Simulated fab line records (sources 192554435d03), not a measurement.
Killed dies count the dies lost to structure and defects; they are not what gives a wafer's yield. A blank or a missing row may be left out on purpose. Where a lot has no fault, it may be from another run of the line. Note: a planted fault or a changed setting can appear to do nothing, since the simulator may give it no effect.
Which tool was responsible?	flow n5Finfet	10 lots with 30 wafers sampled at 5 steps, on a route of 1938 steps

## WHAT THE GAUGES SHOWED, per wafer
N5_BEOL_M4_RC_MEAS_101. Usual: DIBL_N 36.3 mV/V, standard deviation 1.2; DIBL_P 36.1 mV/V, standard deviation 1.6; IOFF_N 0.161 nA/um, standard deviation 0.023; IOFF_P 0.209 nA/um, standard deviation 0.027; ION_N 676 uA/um, standard deviation 8.9; ION_P 462 uA/um, standard deviation 5.3; SS_N 71.5 mV/dec, standard deviation 0.51; SS_P 73.2 mV/dec, standard deviation 0.5; VT_N 249.1 mV, standard deviation 2.5; VT_P -249.9 mV, standard deviation 2.8.
lot	measured	on	DIBL_N (mV/V)	DIBL_P (mV/V)	IOFF_N (nA/um)	IOFF_P (nA/um)	ION_N (uA/um)	ION_P (uA/um)	SS_N (mV/dec)	SS_P (mV/dec)	VT_N (mV)	VT_P (mV)	flag
L254	day 8 08:17	prober-01	36.1 35.8 37.7	35.6 36.2 38.1	0.155 0.145 0.185	0.203 0.211 0.249	683 671 689	462 461 471	71.5 70.9 71.6	72.9 72.7 73.9	248.2 248.5 246.0	-249.9 -250.4 -247.5	
L256	day 8 14:11	prober-02	35.7 34.9 34.4	34.7 33.4 33.8	0.146 0.125 0.125	0.190 0.172 0.180	672 666 667	463 457 464	71.5 70.9 71.1	72.8 72.9 72.9	252.3 252.6 252.0	-249.1 -253.1 -251.7	
L258	day 9 04:35	prober-02	37.6 36.4 37.9	36.7 36.1 37.3	0.184 0.168 0.192	0.262 0.241 0.272	682 686 678	471 468 465	71.5 71.5 71.8	73.2 73.4 73.4	245.7 247.2 248.0	-246.9 -244.0 -243.8	
L259	day 9 12:39	prober-02	36.5 37.4 37.1	35.8 37.8 37.4	0.158 0.188 0.198	0.203 0.239 0.240	669 675 683	459 459 466	71.6 71.5 71.6	73.5 73.4 74.4	249.0 248.5 248.4	-249.5 -247.8 -247.9	
L261	day 9 14:19	prober-02	36.9 37.7 36.9	34.3 35.4 34.6	0.153 0.170 0.166	0.203 0.221 0.202	670 667 674	467 462 459	71.5 71.7 71.5	73.2 72.8 72.8	249.4 247.7 250.3	-248.5 -248.0 -252.3	
L260	day 9 19:53	prober-01	34.3 35.1 35.0	34.7 35.5 35.4	0.129 0.140 0.140	0.158 0.175 0.171	664 679 663	450 461 454	71.2 71.3 71.4	73.6 73.3 73.3	252.9 248.6 249.8	-256.2 -252.5 -253.8	
L262	day 9 20:49	prober-01	33.8 35.2 34.6	34.7 36.6 35.9	0.146 0.172 0.155	0.179 0.209 0.190	678 687 675	463 463 458	72.2 71.7 71.3	72.4 73.4 72.8	247.6 244.4 248.9	-253.7 -249.4 -251.1	
L263	day 10 10:28	prober-01	36.6 36.6 36.2	36.6 37.1 36.4	0.164 0.165 0.150	0.206 0.209 0.196	684 687 673	463 465 457	71.7 71.4 70.7	72.9 73.7 73.0	246.6 249.3 248.3	-249.0 -247.0 -250.7	
L264	day 10 12:09	prober-02	36.7 36.9 37.4	38.7 38.6 39.4	0.170 0.179 0.188	0.229 0.226 0.234	685 669 687	459 464 466	72.1 71.8 71.5	74.3 73.7 73.6	249.1 248.4 246.8	-248.1 -250.7 -248.6	
L265	day 11 06:47	prober-02	36.9 35.8 36.5	36.3 35.2 35.7	0.165 0.153 0.152	0.255 0.231 0.236	678 678 671	471 470 467	71.0 71.1 71.5	72.7 72.7 73.2	247.4 244.7 248.8	-244.3 -244.4 -244.2	

## WHAT TOOL EACH LOT RAN ON (gives the tool, then ch and the chambers of the sampled wafers, and finally the start)
lot	N5_BEOL_M3_DEGAS_44	N5_BEOL_M3_CVD_47	N5_BEOL_M3_SPUTTER_48	N5_BEOL_M3_ANNEAL_87
L254	pvdSputter-03, day 7 16:19	cvdCo-02 ch 1,2, day 7 16:53	pvdSputter-02, day 7 17:11	pvdSputter-02, day 7 17:56
L256	pvdSputter-01, day 8 01:10	cvdCo-02 ch 0,1,2, day 8 01:58	pvdSputter-03, day 8 02:29	pvdSputter-03, day 8 03:14
L258	pvdSputter-02, day 8 11:07	cvdCo-02 ch 0,1,2, day 8 13:05	pvdSputter-02, day 8 13:14	pvdSputter-02, day 8 13:59
L259	pvdSputter-02, day 8 23:14	cvdCo-01 ch 1,2, day 8 23:41	pvdSputter-02, day 8 23:50	pvdSputter-02, day 9 00:34
L261	pvdSputter-01, day 8 23:17	cvdCo-02 ch 1,2, day 8 23:43	pvdSputter-01, day 9 00:01	pvdSputter-01, day 9 00:45
L260	pvdSputter-03, day 9 05:53	cvdCo-01 ch 1,2, day 9 06:21	pvdSputter-03, day 9 06:30	pvdSputter-03, day 9 07:14
L262	pvdSputter-03, day 9 05:58	cvdCo-01 ch 0,1,2, day 9 06:29	pvdSputter-02, day 9 06:38	pvdSputter-02, day 9 07:23
L263	pvdSputter-01, day 9 16:28	cvdCo-02 ch 0,1, day 9 16:52	pvdSputter-01, day 9 17:02	pvdSputter-01, day 9 17:47
L264	pvdSputter-02, day 9 21:34	cvdCo-02 ch 0,2, day 9 22:06	pvdSputter-02, day 9 22:20	pvdSputter-02, day 9 23:05
L265	pvdSputter-03, day 10 14:26	cvdCo-01 ch 0,1,2, day 10 14:55	pvdSputter-02, day 10 15:04	pvdSputter-02, day 10 15:49
- N5_BEOL_M3_DEGAS_44: time 60 s.
- N5_BEOL_M3_CVD_47: deposits Co from CCTBA/H2, target thk 3 nm, time 223.8 s.
- N5_BEOL_M3_SPUTTER_48: material Cu, target thk 4.5 nm, time 8.29 s.
- N5_BEOL_M3_ANNEAL_87: time 240 s.

## AS READ BY THE TOOLS THEMSELVES (means over the sampled wafers that have a number; for cases with no such wafer, the mark the record gives instead)
N5_BEOL_M3_DEGAS_44. Usual: 325 W for heaterPowerW, sd 34.
lot	tool	heaterPowerW (W)	flag
L254	pvdSputter-03	321	
L256	pvdSputter-01	352	
L258	pvdSputter-02	293	
L259	pvdSputter-02	266	
L261	pvdSputter-01	341	
L260	pvdSputter-03	324	
L262	pvdSputter-03	322	
L263	pvdSputter-01	332	
L264	pvdSputter-02	286	
L265	pvdSputter-03	339	

N5_BEOL_M3_CVD_47. Usual: 246.7 s for runLengthS, sd 0.4.
lot	tool	runLengthS (s)	flag
L254	cvdCo-02	246.6	
L256	cvdCo-02	246.9	
L258	cvdCo-02	247.1	
L259	cvdCo-01	246.5	
L261	cvdCo-02	246.7	
L260	cvdCo-01	246.7	
L262	cvdCo-01	246.6	
L263	cvdCo-02	247.0	
L264	cvdCo-02	247.1	
L265	cvdCo-01	274.7	OFF

N5_BEOL_M3_SPUTTER_48. Usual: chamberPressurePa 0.07001 Pa, standard deviation 0.00014; chuckSensorTempC -16.0 C, standard deviation 0.44; throttleValvePct 29.6 %, standard deviation 1.4.
lot	tool	chamberPressurePa (Pa)	chuckSensorTempC (C)	throttleValvePct (%)	flag
L254	pvdSputter-02	0.07003	-16.3	30.4	
L256	pvdSputter-03	0.07002	-15.7	30.8	
L258	pvdSputter-02	0.07016	-15.9	30.0	
L259	pvdSputter-02	0.07003	-15.9	30.3	
L261	pvdSputter-01	0.07010	-16.0	29.3	
L260	pvdSputter-03	0.07003	-16.1	30.2	
L262	pvdSputter-02	0.06989	-16.1	30.3	
L263	pvdSputter-01	0.06992	-16.1	28.1	
L264	pvdSputter-02	0.07002	-16.0	30.2	
L265	pvdSputter-02	0.06990	-16.1	30.0	

N5_BEOL_M3_ANNEAL_87. Usual: 795 W for heaterPowerW, sd 95.
lot	tool	heaterPowerW (W)	flag
L254	pvdSputter-02	732	
L256	pvdSputter-03	774	
L258	pvdSputter-02	728	
L259	pvdSputter-02	727	
L261	pvdSputter-01	898	
L260	pvdSputter-03	807	
L262	pvdSputter-02	788	
L263	pvdSputter-01	824	
L264	pvdSputter-02	732	
L265	pvdSputter-02	796	

## THE ANSWER, worked out from the rows above alone
Rule: a lot is off if the mean of its wafers that have a number lies more than 3 standard deviations from the usual mean. Also off: a lot with no number at a reading for which 4 or more lots have one. Where the step has rows for the other lots, those lots are counted as sound. Order of review: gauges by route order, followed by the tools' own readings, for which a lot's mean as printed above is used. At the first step where some lot is off, the reading lying furthest off is the one used; lots without a number count as furthest.
Off: L265, at N5_BEOL_M3_CVD_47 (runLengthS).
If a tool, at that step or one of the process steps before it, ran each lot that is off and ran no sound lot following the first of them, it fits. 2 tools fit, pvdSputter-03 at N5_BEOL_M3_DEGAS_44 and cvdCo-01 at N5_BEOL_M3_CVD_47, so this cannot tell which one it is.

## WHAT THE SIMULATOR HAD PUT IN
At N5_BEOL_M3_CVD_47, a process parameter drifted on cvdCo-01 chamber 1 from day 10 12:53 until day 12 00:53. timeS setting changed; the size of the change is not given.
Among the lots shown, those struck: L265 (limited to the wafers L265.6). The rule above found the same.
